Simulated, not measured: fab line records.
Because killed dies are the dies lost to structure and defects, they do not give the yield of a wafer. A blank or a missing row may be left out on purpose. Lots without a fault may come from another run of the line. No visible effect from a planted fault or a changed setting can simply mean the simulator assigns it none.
fab line records ; flow nand-harc ; part 2 of 2: steps 18 to 22 of 22
record lots=5; wafers=15; last-day=32
route steps=1302 shown A_CHANNEL_HOLE_D1@454
lots that met no fault: taken from a fault-free run of the same line
start-h: hours from the record's first day to the start of the lot's first wafer shown ; wait-h: how many hours have passed since the lot's step before this one ; " repeats the value in the row above ; L1.1+2: a row that stands for several wafers ; - either no value or no given start ; * or withheld: withheld ; < > ~ a bound
route shown NAME@n: names a module that has steps shown in the file, with the first one's number in the route ; usual: mean and standard deviation over wafers with no fault ; same: alike in all rows ; chamber/n: place in a boat ; sites: readings site by site ; _std_site: the standard deviation of these ; _edge_site: outer sites' mean less inner sites' ; radius-mm: how far each site lies from the wafer's centre ; mask NAME#n: copy n ; behind: tool/chamber where the wafer was last shaped ; hold: cause of the lot's hold/its duration in hours/its outcome ; device: whichever transistor did not switch (one of n, p or np) ; end of line: the same wafers' tests at the end of the route ; where a step has no rows: the recipe by itself ; killed: dies lost to structure and defects at the first sort, not the wafer's yield ; map: a wafer's dies, x killed, . not, _ none there
set.NAME: the setting that was run; set.NAME@STEP: the one run at that earlier step ; model.NAME: the simulator's own value behind a step, which no gauge read
a table for each step, a row for each wafer; lots at some steps of the route
services: the hour from which a tool's chamber was out of use, counted from the record's first day as start-h (under 0 if before that day), plus the number of hours and why
## steps
# step NHARC_A_CHANNEL_HOLE_D1_ETCH_19
# recipe bias-v=1200; source-w=2500; pressure-mtorr=15; time-s=34.5; ar-flow-sccm=375; c4f8-flow-sccm=28.8; o2-flow-sccm=96.2; temp-c=-20; target-depth-a=*; chemistry=C4F8/O2/Ar
# usual drypump-motor-current-A=6.3/0.37; mfc-ar-sccm=374.9/1.1; oes-air-line-au=1.003/0.021; showerhead-plenum-p-Torr=3.72/0.081; throttle-valve-pct=37.037/0.01
lot.wafer;tool;chamber;start-h;wait-h;drypump-motor-current-A;mfc-ar-sccm;oes-air-line-au;rf-hours-counter-h;showerhead-plenum-p-Torr;throttle-valve-pct
L074.2;har-etch-02;1;176.90;0.1;6.2;374.4;0.996;294;3.64;37.035
L074.1;har-etch-02;0;176.90;0.1;6.6;376.4;1.006;294;3.81;37.045
L074.5;har-etch-02;0;176.90;0.1;6.6;377.2;0.995;-;3.81;37.042
L081.2;har-etch-02;0;253.89;0.1;6.6;374.8;0.986;335;3.79;37.034
L081.1;har-etch-02;1;253.89;0.1;6.2;376.0;1.001;335;3.61;37.043
L081.3;har-etch-02;0;253.89;0.1;6.6;374.5;1.000;-;3.79;37.043
L082.1;har-etch-01;1;265.01;0.1;5.7;374.2;0.993;130;3.72;37.035
L082.3;har-etch-01;0;265.01;0.1;6.5;372.8;0.982;-;3.75;37.019
L082.6;har-etch-01;0;265.01;0.1;6.6;374.0;0.995;-;3.75;37.048
L088.1;har-etch-02;0;332.57;2.6;6.6;376.7;1.023;385;3.76;37.035
L088.3;har-etch-02;0;332.57;2.6;6.6;375.6;1.053;-;3.76;37.034
L088.6;har-etch-02;1;332.57;2.6;6.2;374.5;0.999;-;3.59;37.042
L094.1;har-etch-01;1;385.77;0.5;5.7;374.4;0.990;207;3.68;37.051
L094.3;har-etch-01;0;385.77;0.5;6.6;372.9;0.986;-;3.71;37.029
L094.4;har-etch-01;1;385.77;0.5;5.7;375.3;0.984;-;3.68;37.023
# step NHARC_A_CHANNEL_HOLE_D1_ETCH_20
# recipe bias-v=3000; source-w=withheld; pressure-mtorr=20; time-s=361.9; ar-flow-sccm=375; c4f8-flow-sccm=89.3; o2-flow-sccm=35.7; temp-c=-20; target-depth-a=16000; chemistry=C4F8/O2/Ar
# usual drypump-motor-current-A=6.3/0.37; mfc-ar-sccm=375.0/1.1; oes-air-line-au=0.997/0.023; showerhead-plenum-p-Torr=3.68/0.078; throttle-valve-pct=32.156/0.0084
lot.wafer;tool;chamber;start-h;wait-h;drypump-motor-current-A;mfc-ar-sccm;oes-air-line-au;rf-hours-counter-h;showerhead-plenum-p-Torr;throttle-valve-pct
L074.2;har-etch-02;1;177.02;0.1;6.2;373.3;1.004;294;3.60;32.161
L074.1;har-etch-02;0;177.02;0.1;6.6;375.5;1.031;294;3.77;32.144
L074.5;har-etch-02;0;177.02;0.1;6.6;375.6;0.992;-;3.77;32.153
L081.2;har-etch-02;0;254.00;0.1;6.6;376.0;1.001;335;3.74;32.149
L081.1;har-etch-02;1;254.00;0.1;6.2;375.5;1.009;335;3.58;32.142
L081.3;har-etch-02;0;254.00;0.1;6.6;375.2;1.012;-;3.74;32.141
L082.1;har-etch-01;1;265.16;0.1;5.7;374.7;0.988;130;3.68;32.149
L082.3;har-etch-01;0;265.16;0.1;6.6;375.3;0.990;-;3.71;32.152
L082.6;har-etch-01;0;265.16;0.1;6.6;377.5;0.984;-;3.71;32.163
L088.1;har-etch-02;0;332.72;0.1;6.6;375.0;1.017;385;3.72;32.152
L088.3;har-etch-02;0;332.72;0.1;6.6;375.5;1.025;-;3.72;32.154
L088.6;har-etch-02;1;332.72;0.1;6.2;375.0;1.012;-;3.55;32.146
L094.1;har-etch-01;1;385.92;0.1;5.7;375.2;1.000;207;3.64;32.164
L094.3;har-etch-01;0;385.92;0.1;6.6;372.7;1.010;-;3.67;32.157
L094.4;har-etch-01;1;385.92;0.1;5.7;374.8;1.002;-;3.64;32.156
# step NHARC_A_CHANNEL_HOLE_D1_ETCH_21
# recipe bias-v=3000; source-w=withheld; pressure-mtorr=20; time-s=514.3; ar-flow-sccm=375; c4f8-flow-sccm=89.3; o2-flow-sccm=35.7; temp-c=-20; target-depth-a=16000; chemistry=C4F8/O2/Ar
# usual drypump-motor-current-A=6.3/0.37; mfc-ar-sccm=375.0/1.1; oes-air-line-au=1.003/0.021; showerhead-plenum-p-Torr=3.68/0.078; throttle-valve-pct=32.154/0.01
lot.wafer;tool;chamber;start-h;wait-h;drypump-motor-current-A;mfc-ar-sccm;oes-air-line-au;rf-hours-counter-h;showerhead-plenum-p-Torr;throttle-valve-pct
L074.2;har-etch-02;1;177.33;0.3;6.2;374.5;0.991;294;3.60;32.148
L074.1;har-etch-02;0;177.33;0.3;6.6;375.0;0.998;294;3.77;32.147
L074.5;har-etch-02;0;177.33;0.3;6.6;375.8;1.010;-;3.77;32.154
L081.2;har-etch-02;0;254.31;0.3;6.6;373.1;1.026;336;3.74;32.160
L081.1;har-etch-02;1;254.31;0.3;6.2;373.3;1.019;336;3.58;32.161
L081.3;har-etch-02;0;254.31;0.3;6.6;373.5;1.001;-;3.74;32.155
L082.1;har-etch-01;1;265.50;0.3;5.7;373.9;0.996;131;3.68;32.149
L082.3;har-etch-01;0;265.50;0.3;6.6;374.5;1.017;-;3.71;32.143
L082.6;har-etch-01;0;265.50;0.3;6.6;373.3;1.048;-;3.71;32.140
L088.1;har-etch-02;0;333.05;0.3;6.6;377.2;1.022;385;3.72;32.157
L088.3;har-etch-02;0;333.05;0.3;6.6;376.6;0.982;-;3.72;32.143
L088.6;har-etch-02;1;333.05;0.3;6.2;376.3;0.997;-;3.55;32.164
L094.1;har-etch-01;1;386.25;0.3;5.7;375.5;0.970;207;3.64;32.157
L094.3;har-etch-01;0;386.25;0.3;6.6;375.8;1.044;-;3.67;32.172
L094.4;har-etch-01;1;386.25;0.3;5.7;376.5;0.991;-;3.64;32.150
# step NHARC_A_CHANNEL_HOLE_D1_ETCH_22
# recipe bias-v=3000; source-w=withheld; pressure-mtorr=20; time-s=666.7; ar-flow-sccm=375; c4f8-flow-sccm=89.3; o2-flow-sccm=35.7; temp-c=-20; target-depth-a=16000; chemistry=C4F8/O2/Ar
# usual drypump-motor-current-A=6.3/0.37; mfc-ar-sccm=374.9/1.1; oes-air-line-au=0.998/0.02; showerhead-plenum-p-Torr=3.68/0.078; throttle-valve-pct=32.155/0.0089
lot.wafer;tool;chamber;start-h;wait-h;drypump-motor-current-A;mfc-ar-sccm;oes-air-line-au;rf-hours-counter-h;showerhead-plenum-p-Torr;throttle-valve-pct
L074.2;har-etch-02;1;177.78;0.4;6.2;376.0;0.999;295;3.60;32.141
L074.1;har-etch-02;0;177.78;0.4;6.6;374.9;0.999;295;3.77;32.154
L074.5;har-etch-02;0;177.78;0.4;6.6;376.0;1.016;-;3.77;32.165
L081.2;har-etch-02;0;254.75;0.4;6.6;375.0;1.004;336;3.74;32.148
L081.1;har-etch-02;1;254.75;0.4;6.2;375.2;0.968;336;3.58;32.165
L081.3;har-etch-02;0;254.75;0.4;6.6;376.9;0.995;-;3.74;32.158
L082.1;har-etch-01;1;265.96;0.4;5.7;373.2;0.965;131;3.68;32.151
L082.3;har-etch-01;0;265.96;0.4;6.6;375.6;0.994;-;3.71;32.154
L082.6;har-etch-01;0;265.96;0.4;6.6;377.6;1.012;-;3.71;32.145
L088.1;har-etch-02;0;333.51;0.4;6.6;373.8;0.979;385;3.72;32.160
L088.3;har-etch-02;0;333.51;0.4;6.6;374.3;0.983;-;3.72;32.140
L088.6;har-etch-02;1;333.51;0.4;6.2;375.3;0.979;-;3.55;32.166
L094.1;har-etch-01;1;386.71;0.4;5.7;374.9;0.987;208;3.64;32.168
L094.3;har-etch-01;0;386.71;0.4;6.5;374.2;1.009;-;3.67;32.145
L094.4;har-etch-01;1;386.71;0.4;5.7;374.9;0.986;-;3.64;32.169
# step NHARC_A_CHANNEL_HOLE_D1_ETCH_23
# recipe bias-v=5000; source-w=withheld; pressure-mtorr=20; time-s=819; ar-flow-sccm=375; c4f8-flow-sccm=89.3; o2-flow-sccm=35.7; temp-c=-20; target-depth-a=16000; chemistry=C4F8/O2/Ar
# usual drypump-motor-current-A=6.3/0.37; mfc-ar-sccm=375.2/1.2; oes-air-line-au=1.004/0.02; showerhead-plenum-p-Torr=3.68/0.078; throttle-valve-pct=32.155/0.009
lot.wafer;tool;chamber;start-h;wait-h;drypump-motor-current-A;mfc-ar-sccm;oes-air-line-au;rf-hours-counter-h;showerhead-plenum-p-Torr;throttle-valve-pct
L074.2;har-etch-02;1;178.35;0.5;6.2;376.4;0.978;295;3.60;32.151
L074.1;har-etch-02;0;178.35;0.5;6.6;374.6;1.000;295;3.77;32.147
L074.5;har-etch-02;0;178.35;0.5;6.6;374.8;0.984;-;3.77;32.146
L081.2;har-etch-02;0;255.32;0.5;6.6;374.3;0.995;337;3.74;32.127
L081.1;har-etch-02;1;255.32;0.5;6.2;375.9;1.037;337;3.58;32.152
L081.3;har-etch-02;0;255.32;0.5;6.6;374.9;0.987;-;3.74;32.150
L082.1;har-etch-01;1;266.55;0.5;5.7;375.8;1.034;132;3.68;32.144
L082.3;har-etch-01;0;266.55;0.5;6.6;373.2;0.996;-;3.71;32.143
L082.6;har-etch-01;0;266.55;0.5;6.6;374.0;1.011;-;3.71;32.152
L088.1;har-etch-02;0;334.10;0.5;6.6;375.5;0.999;386;3.72;32.153
L088.3;har-etch-02;0;334.10;0.5;6.6;377.3;1.005;-;3.72;32.151
L088.6;har-etch-02;1;334.10;0.5;6.2;377.4;0.990;-;3.55;32.159
L094.1;har-etch-01;1;387.30;0.5;5.7;373.4;1.008;208;3.64;32.166
L094.3;har-etch-01;0;387.30;0.5;6.5;375.4;1.004;-;3.67;32.156
L094.4;har-etch-01;1;387.30;0.5;5.7;374.7;1.029;-;3.64;32.144
## services
tool;chamber;start-h;hours;kind
litho-track-01;-;155.00;7.0;pm
rie-diel-03;2;158.83;4.5;repair
arfi-scanner-03;-;160.03;1.4;repair
rie-diel-13;-;165.00;9.0;pm
arfi-scanner-02;-;177.04;1.6;repair
litho-track-06;-;179.00;7.0;pm
rie-diel-03;1;192.97;16.2;repair
rie-diel-13;3;200.01;6.2;repair
litho-track-04;-;203.00;7.0;pm
rie-diel-09;1;225.39;4.6;repair
rie-diel-09;-;239.67;0.2;repair
rie-diel-03;-;281.56;9.0;pm
rie-diel-13;-;284.48;3.6;repair
rie-diel-03;0;294.78;38.2;repair
rie-diel-03;3;303.46;1.5;repair
rie-diel-09;0;317.77;5.8;repair
rie-diel-09;-;322.47;9.0;pm
litho-track-01;-;330.00;7.0;pm
rie-diel-13;2;337.79;12.6;repair
rie-diel-13;-;342.00;9.0;pm
litho-track-06;-;354.00;7.0;pm
rie-diel-13;3;355.59;5.7;repair
litho-track-04;-;378.00;7.0;pm
har-etch-02;-;378.94;17.0;pm
